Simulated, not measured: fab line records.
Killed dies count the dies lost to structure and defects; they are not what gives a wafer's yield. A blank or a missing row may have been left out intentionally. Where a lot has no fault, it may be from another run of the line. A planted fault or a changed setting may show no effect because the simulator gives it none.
Which tool is to blame? | flow n5-finfet | 10 lots with 30 wafers sampled at 6 steps, on a route of 1938 steps

## WHAT EACH GAUGE READ, for each wafer
N5_BEOL_M14_THK_MEAS_01. Usual: for M14_ILD_THK the level is 1110 nm and the standard deviation is 15.
lot  | measured     | on            | M14_ILD_THK (nm) | flag
L281 | day 14 00:44 | film-metro-01 | 1083 1095 1111   |
L287 | day 15 12:54 | film-metro-01 | 1097 1098 1132   |
L289 | day 15 13:18 | film-metro-02 | 1107 1131 1127   |
L290 | day 15 23:17 | film-metro-01 | 1117 1117 1128   |
L295 | day 17 12:04 | film-metro-01 | 1111 2091 1125   | OFF
L296 | day 17 15:03 | film-metro-01 | 1099 1094 1111   |
L297 | day 17 20:28 | film-metro-02 | 1100 1119 2097   | OFF
L303 | day 18 23:31 | film-metro-02 | 1098 1103 1124   |
L302 | day 19 02:10 | film-metro-01 | 1114 1117 1136   |
L285 | day 19 04:18 | film-metro-01 | 1081 1091 1105   |

N5_BEOL_M14_CD_MEAS_10: the cd target is 250 nm. Usual: cd-nm at 249.8 nm, with a standard deviation of 1.2.
lot  | measured     | on        | cd-nm (nm)        | flag
L281 | day 14 01:03 | cd-sem-01 | 250.0 250.2 249.9 |
L287 | day 15 13:13 | cd-sem-01 | 249.3 249.8 251.1 |
L289 | day 15 13:44 | cd-sem-01 | 251.3 251.0 249.7 |
L290 | day 15 23:35 | cd-sem-03 | 249.6 251.0 250.9 |
L295 | day 17 12:22 | cd-sem-02 | 247.9 247.7 248.4 |
L296 | day 17 15:21 | cd-sem-02 | 249.4 248.2 248.2 |
L297 | day 17 20:46 | cd-sem-03 | 250.5 250.8 250.5 |
L303 | day 18 23:57 | cd-sem-03 | 250.2 251.1 249.8 |
L302 | day 19 02:37 | cd-sem-01 | 249.8 250.9 248.3 |
L285 | day 19 04:36 | cd-sem-03 | 253.1 252.2 252.8 |

N5_BEOL_M14_CD_MEAS_17: the cd target is 250 nm. Usual: cd-nm at 250.4 nm, with a standard deviation of 1.4.
lot  | measured     | on        | cd-nm (nm)        | flag
L281 | day 14 01:34 | cd-sem-02 | 250.6 250.4 250.6 |
L287 | day 15 13:44 | cd-sem-02 | 249.5 250.2 251.6 |
L289 | day 15 14:38 | cd-sem-01 | 251.8 251.7 250.4 |
L290 | day 16 00:36 | cd-sem-01 | 249.7 252.1 251.4 |
L295 | day 17 12:53 | cd-sem-02 | 248.6 256.9 249.3 |
L296 | day 17 15:53 | cd-sem-02 | 250.0 248.5 248.5 |
L297 | day 17 21:17 | cd-sem-01 | 251.1 251.5 260.5 |
L303 | day 19 00:29 | cd-sem-01 | 251.3 253.1 251.0 |
L302 | day 19 03:08 | cd-sem-03 | 250.5 251.8 249.2 |
L285 | day 19 05:08 | cd-sem-03 | 252.6 252.5 252.7 |

## TOOL THAT RAN EACH LOT (tool first, then ch and the chambers of the sampled wafers, then the start)
lot  | N5_BEOL_M13_DESCUM_33              | N5_BEOL_M13_DEP_53              | N5_BEOL_M14_ILD_DEP_00
L281 | rie-diel-01 ch 1,3, day 13 21:20   | pecvd-03 ch 0,1, day 14 00:20   | pecvd-01 ch 1,2, day 14 00:28
L287 | rie-diel-06 ch 0,2,3, day 15 07:47 | pecvd-04 ch 0,1,2, day 15 12:35 | pecvd-03 ch 0,1,2, day 15 12:43
L289 | rie-diel-03 ch 0,3, day 15 08:40   | pecvd-02 ch 1,2, day 15 12:59   | pecvd-03 ch 0,2, day 15 13:07
L290 | rie-diel-01 ch 0,1,3, day 15 17:35 | pecvd-03 ch 1,2, day 15 22:57   | pecvd-01 ch 1,2, day 15 23:05
L295 | rie-diel-06 ch 2,3, day 17 05:21   | pecvd-04 ch 0,1, day 17 11:44   | pecvd-01 ch 0,2, day 17 11:52
L296 | rie-diel-03 ch 1,2,3, day 17 11:14 | pecvd-03 ch 1,2, day 17 14:39   | pecvd-02 ch 0,2, day 17 14:47
L297 | rie-diel-06 ch 0,2,3, day 17 17:53 | pecvd-03 ch 1,2, day 17 20:08   | pecvd-01 ch 0,1,2, day 17 20:16
L303 | rie-diel-06 ch 0,1, day 18 20:21   | pecvd-02 ch 1,2, day 18 23:12   | pecvd-02 ch 0,1,2, day 18 23:20
L302 | rie-diel-03 ch 0,3, day 18 21:36   | pecvd-03 ch 0,1, day 19 01:52   | pecvd-02 ch 0,2, day 19 01:59
L285 | rie-diel-01 ch 0,1, day 18 21:37   | pecvd-02 ch 0,1,2, day 19 03:59 | pecvd-03 ch 0,1, day 19 04:07
- N5_BEOL_M13_DESCUM_33: chemistry O2, time 7.9 s.
- N5_BEOL_M13_DEP_53: deposits SiCN from 3MS/NH3, target thk 50 nm, time 17.8 s.
- N5_BEOL_M14_ILD_DEP_00: deposits SiO2 from TEOS/O2, target thk 1119.3 nm, time 237.4 s.

## WHAT THE TOOLS THEMSELVES READ (means of the sampled wafers that have a number; where no wafer has one, the mark that the record gives instead)
N5_BEOL_M13_DESCUM_33. Usual: drypump-motor-current-A 5.9 A, standard deviation 0.56; oes-product-au 0.79 a.u., standard deviation 0.073; rf-fwd-power-W 49.39 W, standard deviation 0.25; rf-vpp-V 243.1 V, standard deviation 1.3; showerhead-plenum-p-Torr 2.09 Torr, standard deviation 0.065; throttle-valve-pct 20.59 %, standard deviation 0.2.
lot  | tool        | drypump-motor-current-A (A) | oes-product-au (a.u.) | rf-fwd-power-W (W) | rf-vpp-V (V) | showerhead-plenum-p-Torr (Torr) | throttle-valve-pct (%) | flag
L281 | rie-diel-01 | 6.1                         | 0.82                  | 49.56              | 242.3        | 2.06                            | 20.56                  |
L287 | rie-diel-06 | 6.0                         | 0.80                  | 49.21              | 243.1        | 2.09                            | 20.63                  |
L289 | rie-diel-03 | 5.5                         | 0.74                  | 49.64              | 242.9        | 2.09                            | 20.70                  |
L290 | rie-diel-01 | 6.3                         | 0.78                  | 49.48              | 242.6        | 2.05                            | 20.68                  |
L295 | rie-diel-06 | 6.0                         | 0.73                  | 49.21              | 242.8        | 2.02                            | 20.66                  |
L296 | rie-diel-03 | 5.5                         | 0.74                  | 49.36              | 243.5        | 2.09                            | 20.42                  |
L297 | rie-diel-06 | 6.0                         | 0.78                  | 49.21              | 242.4        | 2.08                            | 20.67                  |
L303 | rie-diel-06 | 6.0                         | 0.87                  | 49.27              | 244.2        | 2.14                            | 20.49                  |
L302 | rie-diel-03 | 5.5                         | 0.90                  | 49.55              | 243.2        | 2.08                            | 20.48                  |
L285 | rie-diel-01 | 6.5                         | 0.72                  | 49.41              | 242.2        | 2.03                            | 20.81                  |

N5_BEOL_M13_DEP_53. Usual: rf-fwd-power-W 667 W, standard deviation 3.3; showerhead-plenum-p-Torr 4.155 Torr, standard deviation 0.023; throttle-valve-pct 17.9 %, standard deviation 0.55.
lot  | tool     | rf-fwd-power-W (W) | showerhead-plenum-p-Torr (Torr) | throttle-valve-pct (%) | flag
L281 | pecvd-03 | 669                | 4.186                           | 17.9                   |
L287 | pecvd-04 | 669                | 4.160                           | 18.1                   |
L289 | pecvd-02 | 665                | 4.147                           | 17.9                   |
L290 | pecvd-03 | 668                | 4.155                           | 17.3                   |
L295 | pecvd-04 | 667                | 4.161                           | 18.3                   |
L296 | pecvd-03 | 667                | 4.176                           | 17.4                   |
L297 | pecvd-03 | 665                | 4.160                           | 17.3                   |
L303 | pecvd-02 | 663                | 4.133                           | 17.0                   |
L302 | pecvd-03 | 672                | 4.187                           | 18.0                   |
L285 | pecvd-02 | 667                | 4.140                           | 17.5                   |

N5_BEOL_M14_ILD_DEP_00. Usual: heater-power-w 591 W, standard deviation 110; rf-fwd-power-W 897 W, standard deviation 3; run-length-s 280.1 s, standard deviation 0.5; showerhead-plenum-p-Torr 8.34 Torr, standard deviation 0.041; throttle-valve-pct 18.3 %, standard deviation 0.77.
lot  | tool     | heater-power-w (W) | rf-fwd-power-W (W) | run-length-s (s) | showerhead-plenum-p-Torr (Torr) | throttle-valve-pct (%) | flag
L281 | pecvd-01 | 575                | 901                | 280.1            | 8.31                            | 18.3                   |
L287 | pecvd-03 | 568                | 898                | 279.9            | 8.36                            | 18.2                   |
L289 | pecvd-03 | 498                | 897                | 280.1            | 8.35                            | 18.2                   |
L290 | pecvd-01 | 604                | 894                | 280.2            | 8.30                            | 18.2                   |
L295 | pecvd-01 | 523                | 898                | 348.2            | 8.33                            | 17.3                   | OFF
L296 | pecvd-02 | 605                | 897                | 280.8            | 8.32                            | 18.8                   |
L297 | pecvd-01 | 605                | 895                | 348.1            | 8.32                            | 18.0                   | OFF
L303 | pecvd-02 | 609                | 896                | 280.3            | 8.31                            | 18.2                   |
L302 | pecvd-02 | 655                | 900                | 280.0            | 8.34                            | 18.7                   |
L285 | pecvd-03 | 501                | 901                | 279.9            | 8.39                            | 18.7                   |

## THE ANSWER, worked out from the rows above alone
Rule: lot off if the mean of its wafers having a number is beyond 3 standard deviations from the usual mean. A lot without any number at a reading at which 4 lots or more have one is off too. Any other lot the step has rows for is counted as sound. After the gauges, taken in route order, come the tools' own readings; for these a lot's mean is taken, as printed above. The first step at which some lot is off is used, and at that step the reading that is off furthest; a lot without a number counts as furthest.
Off: L295, L297, seen at N5_BEOL_M14_THK_MEAS_01 (M14_ILD_THK).
If a tool, at a process step before that reading, ran all the lots that are off and no sound lot after the first of them, it fits. Not tried: the gauges at N5_BEOL_M14_THK_MEAS_01; whatever is off there is also off at N5_BEOL_M14_ILD_DEP_00, on other tools, and gauge error can't account for it. One candidate fits, namely pecvd-01 at N5_BEOL_M14_ILD_DEP_00. Its last sound lot is L290 (day 15 23:05), its first lot that is off L295 (day 17 11:52): a fault that began between those two fits.
On the lots that are off, the tool's own readings at N5_BEOL_M14_ILD_DEP_00 differ by more than 5 times the standard deviation of the sound lots' means, which bears it out; run-length-s reads 348.1 s there versus 280.2 s on the sound lots.

## WHAT HAD BEEN PUT IN BY THE SIMULATOR
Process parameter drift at N5_BEOL_M14_ILD_DEP_00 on pecvd-01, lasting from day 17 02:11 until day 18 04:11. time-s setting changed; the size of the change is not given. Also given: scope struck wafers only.
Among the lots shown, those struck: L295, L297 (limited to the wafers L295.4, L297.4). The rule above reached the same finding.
